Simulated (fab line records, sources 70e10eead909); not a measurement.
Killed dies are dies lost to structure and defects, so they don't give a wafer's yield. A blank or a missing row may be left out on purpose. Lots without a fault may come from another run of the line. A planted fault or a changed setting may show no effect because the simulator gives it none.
fab line records | flow nand_harc | part 2 of 2: steps 23 to 34 of 34
record lots=5 wafers=15 last_day=32
route steps=1302 shown P_M2@320 P_BONDPAD@351
lots that met no fault: from a run of the same line without faults
start_h: hours from the record's first day to the start of the lot's first wafer shown | wait_h: hours since the lot's step before | " the same as in the row above | L1.1+2: a row that stands for several wafers | - no value, or no start given | * or withheld: withheld | < > ~ a bound
route shown NAME@n: a module of which the file shows steps, and the number in the route of the first | usual: mean/standard deviation of fault-free wafers | same: alike in all rows | chamber/n: place in a boat | sites: the reading at each site | _std_site: their standard deviation | _edge_site: outer sites' mean less inner sites' | radius_mm: how far each site lies from the wafer's centre | mask NAME#n: copy n | behind: the tool/chamber that last shaped the wafer | hold: why the lot was held/for how many hours/how that ended | device: the transistor (n, p or np) that didn't switch | end of line: the same wafers' tests at the end of the route | a step without rows: its recipe alone | killed: dies lost to structure and defects at the first sort, not the wafer's yield | map: a wafer's dies, x killed, . not, _ none there
set.NAME: the setting as run; set.NAME@STEP: as run at that earlier step | model.NAME: the simulator's own value behind a step, which no gauge read
lots at some steps of the route; a table a step, a row a wafer
services: from which hour (start_h, from the record's first day; less than 0 if before it) a tool's chamber was out of use, for how many hours, and why
## steps
# step NHARC_P_M2_ECD_22
# recipe target_thk_a=4000 bath_temp_c=25 material=Cu
# columns lot.wafer tool chamber start_h wait_h
L078.1+3+6 ecd_cu-02 0,1,0 176.49 -
L081.2+6+5 ecd_cu-02 1,0,1 208.64 -
L084.2+4+5 ecd_cu-02 1,0,1 239.42 -
L085.2+4+6 ecd_cu-01 0,0,1 246.06 -
L093.1+3+5 ecd_cu-01 0,1,0 335.98 -
# step NHARC_P_M2_ANNEAL_31
# recipe temp_c=225 time_s=90
# usual wafer_temp_C_max=225.77/0.23
# columns lot.wafer tool chamber start_h wait_h wafer_temp_C_max
L078.1 rtp_anneal-02 0 176.81 0.3 225.68
L078.3 " 0 " " 225.90
L078.6 " 0 " " 225.85
L081.2 rtp_anneal-01 0 209.02 - 225.93
L081.5 " 0 " " 225.63
L081.6 " 0 " " 225.82
L084.2 rtp_anneal-01 0 239.80 - 225.32
L084.4 " 0 " " 225.58
L084.5 " 0 " " 225.53
L085.2 rtp_anneal-02 0 246.44 - 225.55
L085.4 " 0 " " 225.61
L085.6 " 0 " " 225.88
L093.1 rtp_anneal-02 0 336.35 - 225.67
L093.3 " 0 " " 225.79
L093.5 " 0 " " 225.32
# step NHARC_P_M2_CMP_23
# recipe t_overpolish_s=20 target_thk_nm=144.3
# usual motor_current_A=12.1/1.5 time_to_endpoint_s=29.2/2.8
# columns lot.wafer tool chamber start_h wait_h motor_current_A time_to_endpoint_s
L078.1 cmp-04 3 177.16 - 10.5 32.8
L078.3 " 1 " " 13.1 31.0
L078.6 " 3 " " 9.7 35.4
L081.2 cmp-03 3 209.31 - 14.9 29.1
L081.5 " 3 " " 16.0 27.6
L081.6 " 0 " " 12.3 30.5
L084.4 cmp-02 1 240.09 - 11.3 24.7
L084.2 " 2 " " 12.4 27.9
L084.5 " 1 " " 11.7 24.9
L085.4 cmp-04 2 246.76 - 13.1 28.3
L085.2 " 3 " " 11.0 34.5
L085.6 " 1 " " 12.9 26.6
L093.3 cmp-03 1 336.73 - 11.0 29.4
L093.1 " 3 " " 15.4 25.2
L093.5 " 0 " " 12.6 26.1
# step NHARC_P_M2_THK_MEAS_24
# recipe thk_meas_gauge=xrf
# usual thk_nm=144.5/1.5
# columns lot.wafer tool chamber start_h wait_h thk_nm
L078.1 film_metro-01 - 177.47 - 144.9
L078.3 " - " " 143.7
L078.6 " - " " 146.5
L081.2 film_metro-01 - 209.62 - 145.7
L081.5 " - " " 144.4
L081.6 " - " " 145.4
L084.2 film_metro-02 - 240.40 - 144.0
L084.4 " - " " 141.1
L084.5 " - " " 142.5
L085.2 film_metro-02 - 247.04 - 145.1
L085.4 " - " " 143.9
L085.6 " - " " 142.3
L093.1 film_metro-01 - 337.01 - 143.1
L093.3 " - " " 146.4
L093.5 " - " " 142.3
# step NHARC_P_M2_SRD_25
# columns lot.wafer tool chamber start_h wait_h
L078.6+1+3 wet_bench-10 7,0,2 177.51 0.0
L081.5+6+2 wet_bench-10 4,5,6 209.68 0.0
L084.4+2+5 wet_bench-08 4,5,6 240.45 0.0
L085.4+6+2 wet_bench-10 2,4,5 247.10 0.1
L093.1+3+5 wet_bench-08 1,2,3 337.05 0.0
# step NHARC_P_M2_INSPECT_27
# usual raw_defect_count=349/140
# columns lot.wafer tool chamber start_h wait_h raw_defect_count
L078.1 defect_inspect-01 - 177.63 0.0 185
L078.3 " - " " 404
L078.6 " - " " 210
L081.2 defect_inspect-01 - 209.78 0.0 192
L081.5 " - " " 215
L081.6 " - " " 198
L084.2 defect_inspect-01 - 240.56 0.0 418
L084.4 " - " " 335
L084.5 " - " " 423
L085.2 defect_inspect-01 - 247.22 0.0 358
L085.4 " - " " 234
L085.6 " - " " 361
L093.1 defect_inspect-02 - 337.17 0.0 241
L093.3 " - " " 274
L093.5 " - " " 173
# step NHARC_P_M2_PRE_CLEAN_32
# recipe time_s=12 temp_c=370 rf_power_w=300 gas=NH3
# usual heater_power_w=602/63
# columns lot.wafer tool chamber start_h wait_h heater_power_w
L078.3 pecvd-02 1 177.70 0.1 623
L078.1 " 0 " " 599
L078.6 " 0 " " 594
L081.2 pecvd-04 0 209.85 0.1 563
L081.6 " 0 " " 608
L081.5 " 1 " " 548
L084.2 pecvd-01 1 240.64 0.1 700
L084.5 " 1 " " 709
L084.4 " 2 " " 606
L085.2 pecvd-04 1 247.32 0.1 561
L085.4 " 2 " " 667
L085.6 " 1 " " 539
L093.3 pecvd-04 0 337.25 0.1 562
L093.1 " 1 " " 521
L093.5 " 2 " " 645
# step NHARC_P_M2_DEP_33
# recipe target_thk_a=300 temp_c=370 target_thk_nm=30 pressure_torr=3 flow_sccm=200 rf_w=450 material=SiCN
# usual heater_power_w=556/64
# columns lot.wafer tool chamber start_h wait_h heater_power_w
L078.3 pecvd-02 1 177.77 0.1 604
L078.1 " 0 " " 531
L078.6 " 0 " " 532
L081.2 pecvd-04 0 209.93 0.1 519
L081.6 " 0 " " 532
L081.5 " 1 " " 427
L084.2 pecvd-01 1 240.75 0.1 665
L084.5 " 1 " " 651
L084.4 " 2 " " 540
L085.2 pecvd-04 1 247.46 0.1 512
L085.4 " 2 " " 591
L085.6 " 1 " " 503
L093.3 pecvd-04 0 337.36 0.1 514
L093.1 " 1 " " 438
L093.5 " 2 " " 624
# step NHARC_P_BONDPAD_DEP_00
# recipe target_thk_a=2500 temp_c=370 target_thk_nm=250 pressure_torr=3 flow_sccm=200 rf_w=450 material=SiCN
# usual heater_power_w=550/58
# columns lot.wafer tool chamber start_h wait_h heater_power_w
L078.3 pecvd-01 2 178.23 - 478
L078.1 " 0 " " 556
L078.6 " 1 " " 540
L081.2 pecvd-04 2 - - 633
L081.5 " 0 " " 517
L081.6 " 1 " " 473
L084.2 pecvd-01 2 - - 513
L084.4 " 1 " " 627
L084.5 " 0 " " 691
L085.2 pecvd-02 0 247.87 - 512
L085.6 " 2 " " 502
L085.4 " 0 " " 533
L093.3 pecvd-01 1 337.81 - 552
L093.1 " 2 " " 475
L093.5 " 2 " " 480
# step NHARC_P_BONDPAD_CMP_32
# recipe target_thk_nm=200 material=SiCN
# usual motor_current_A=11.4/1.3
# columns lot.wafer tool chamber start_h wait_h motor_current_A
L078.3 cmp-01 3 178.62 - 11.5
L078.1 " 0 " " 9.0
L078.6 " 2 " " 10.3
L081.2 cmp-02 1 210.75 - 11.6
L081.6 " 0 " " 12.1
L081.5 " 1 " " 11.4
L084.2 cmp-03 1 241.50 - 10.9
L084.4 " 3 " " 14.4
L084.5 " 2 " " 11.4
L085.2 cmp-02 0 248.21 - 12.8
L085.4 " 2 " " 11.9
L085.6 " 3 " " 11.6
L093.1 cmp-01 0 338.22 - 9.5
L093.3 " 1 " " 11.6
L093.5 " 3 " " 11.8
# step NHARC_P_BONDPAD_THK_MEAS_33
# recipe thk_meas_gauge=ellipsometry
# usual thk_nm=199.7/1.6
# columns lot.wafer tool chamber start_h wait_h thk_nm
L078.1 film_metro-01 - 178.84 0.2 198.1
L078.3 " - " " 197.1
L078.6 " - " " 198.5
L081.2 film_metro-01 - 210.98 0.2 199.6
L081.5 " - " " 197.6
L081.6 " - " " 197.9
L084.2 film_metro-02 - 241.76 0.2 201.0
L084.4 " - " " 197.1
L084.5 " - " " 200.2
L085.2 film_metro-02 - 248.44 0.2 200.3
L085.4 " - " " 196.7
L085.6 " - " " 201.0
L093.1 film_metro-01 - 338.42 0.2 200.1
L093.3 " - " " 198.2
L093.5 " - " " 199.4
# step NHARC_P_BONDPAD_SRD_34
# columns lot.wafer tool chamber start_h wait_h
L078.1+3+6 wet_bench-08 3,4,0 178.88 0.0
L081.2+6+5 wet_bench-08 3,5,0 211.02 0.0
L084.4+5+2 wet_bench-08 7,1,4 241.80 0.0
L085.6+2+4 wet_bench-10 5,0,1 248.48 0.0
L093.5+1+3 wet_bench-08 0,3,4 338.47 0.0
## services
# columns tool chamber start_h hours kind
litho_track-01 - 155.00 7.0 pm
pecvd-04 0 156.10 6.4 repair
rie_diel-12 3 174.38 8.2 repair
litho_track-06 - 179.00 7.0 pm
pecvd-04 1 184.36 9.4 repair
rie_diel-03 1 193.36 5.2 repair
wet_bench-10 - 194.23 0.5 repair
pvd_sputter-02 - 197.40 3.8 repair
litho_track-04 - 203.00 7.0 pm
pecvd-01 - 204.77 3.1 repair
pvd_sputter-01 - 209.98 1.1 repair
pvd_sputter-01 - 223.46 0.5 repair
pvd_sputter-01 - 226.00 10.0 pm
rie_diel-03 0 236.72 1.6 repair
pecvd-04 2 249.57 3.4 repair
rie_diel-12 - 268.40 9.0 pm
pecvd-04 - 269.00 13.0 pm
rie_diel-03 - 281.30 9.0 pm
wet_bench-08 - 286.83 1.7 repair
wet_bench-08 - 294.43 8.0 pm
wet_bench-10 - 311.20 8.0 pm
pecvd-01 - 311.64 13.0 pm
pecvd-04 - 329.58 2.1 repair
litho_track-01 - 330.00 7.0 pm
